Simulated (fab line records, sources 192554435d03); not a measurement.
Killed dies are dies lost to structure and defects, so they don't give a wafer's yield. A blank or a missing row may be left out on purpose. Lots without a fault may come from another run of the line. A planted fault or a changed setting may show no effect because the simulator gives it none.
One fault seen from 2 desks | flow n5_finfet | each desk has only its own numbers; what lay behind them comes last

THE METROLOGY DESK
What the gauges read, lot by lot, whatever tool the lot ran on: means of the sampled wafers that have a number. A lot is out of limits, marked OUT, if its mean lies more than 4 standard deviations from the usual mean; the brackets give that distance. Of its 14 readings 7 are shown: the one that was out of limits first, and those that lie furthest out on some lot.
Columns: A = thk_nm at N5_SD_EPI_N_EPI_MEAS_23, usual 59.5 nm; B = RS_SD_N at N5_SD_ACTIVATION_RS_MEAS_03, usual 21.79 ohm/sq; C = DIBL_N at N5_BEOL_M4_RC_MEAS_101, usual 36.4 mV/V; D = DIBL_P at N5_BEOL_M4_RC_MEAS_101, usual 36.1 mV/V; E = IOFF_N at N5_BEOL_M4_RC_MEAS_101, usual 0.156 nA/um; F = ION_N at N5_BEOL_M4_RC_MEAS_101, usual 674 uA/um; G = RS_SD_N at N5_BEOL_M4_RC_MEAS_101, usual 28.2 ohm/sq
lot  | first seen here | A               | B                | C    | D    | E     | F   | G
L698 | day 3 17:14     | 60.2            | 21.69            | 37.6 | 38.4 | 0.185 | 679 | 27.8
L700 | day 4 04:41     | 59.0            | 22.15            | 36.4 | 38.4 | 0.182 | 681 | 28.6
L703 | day 4 22:07     | 60.6            | 21.64            | 35.4 | 35.1 | 0.155 | 676 | 28.1
L705 | day 5 11:41     | 58.9            | 21.67            | 38.3 | 37.5 | 0.195 | 691 | 28.1
L713 | day 7 13:10     | 59.4            | 21.88            | 35.9 | 35.4 | 0.142 | 668 | 28.1
L717 | day 8 11:23     | 53.7 (-4.8) OUT | 23.42 (+6.0) OUT | 36.6 | 35.5 | 0.138 | 671 | 30.7 (+7.0) OUT
L718 | day 8 18:07     | 54.8            | 23.62 (+6.8) OUT | 36.8 | 36.7 | 0.162 | 661 | 30.6 (+6.8) OUT
L719 | day 8 20:58     | 57.6            | 21.69            | 35.3 | 35.0 | 0.146 | 678 | 28.1
This desk's finding: out of limits on L717, L718; first on L717, day 8 11:23 (thk_nm at N5_SD_EPI_N_EPI_MEAS_23). In limits: L698, L700, L703, L705, L713, L719.

THE TOOL OWNER'S DESK: epi_rpcvd-04
The tool's own readings at N5_SD_EPI_N_EPI_21 (deposits Si:P, time 690 s): means of the sampled wafers that have a number, for each lot that ran on this tool. A lot is out of limits, marked OUT, if its mean lies more than 4 standard deviations from the usual mean; the brackets give that distance.
Columns: A = susceptor_temp_C at N5_SD_EPI_N_EPI_21, usual 680.0 C; B = susceptor_temp_C_max at N5_SD_EPI_N_EPI_21, usual 681.6
lot  | first seen here | A               | B
L700 | day 4 02:58     | 679.8           | 681.3
L713 | day 7 11:28     | 680.1           | 681.5
L717 | day 8 09:57     | 674.1 (-18) OUT | 675.4 (-8.3) OUT
L718 | day 8 16:24     | 674.7 (-17) OUT | 676.0 (-7.4) OUT
This desk's finding: out of limits on L717, L718; first on L717, day 8 09:57 (susceptor_temp_C at N5_SD_EPI_N_EPI_21). In limits: L700, L713.

PUT TOGETHER
The tool owner's desk could have raised an alarm at day 8 09:57, on L717, L718.
The metrology desk could have raised an alarm at day 8 11:23, on L717, L718.
Of the lots named, all ran N5_SD_EPI_N_EPI_21 on epi_rpcvd-04.

WHAT THE SIMULATOR HAD PUT IN
Process parameter drift: epi_rpcvd-04, from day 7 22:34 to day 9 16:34, at N5_SD_EPI_N_EPI_21. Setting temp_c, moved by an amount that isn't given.
Lots struck among those shown: L717, L718.
Hours from the fault's start to each desk's first reading out of limits: the tool owner's desk, 11; the metrology desk, 13.
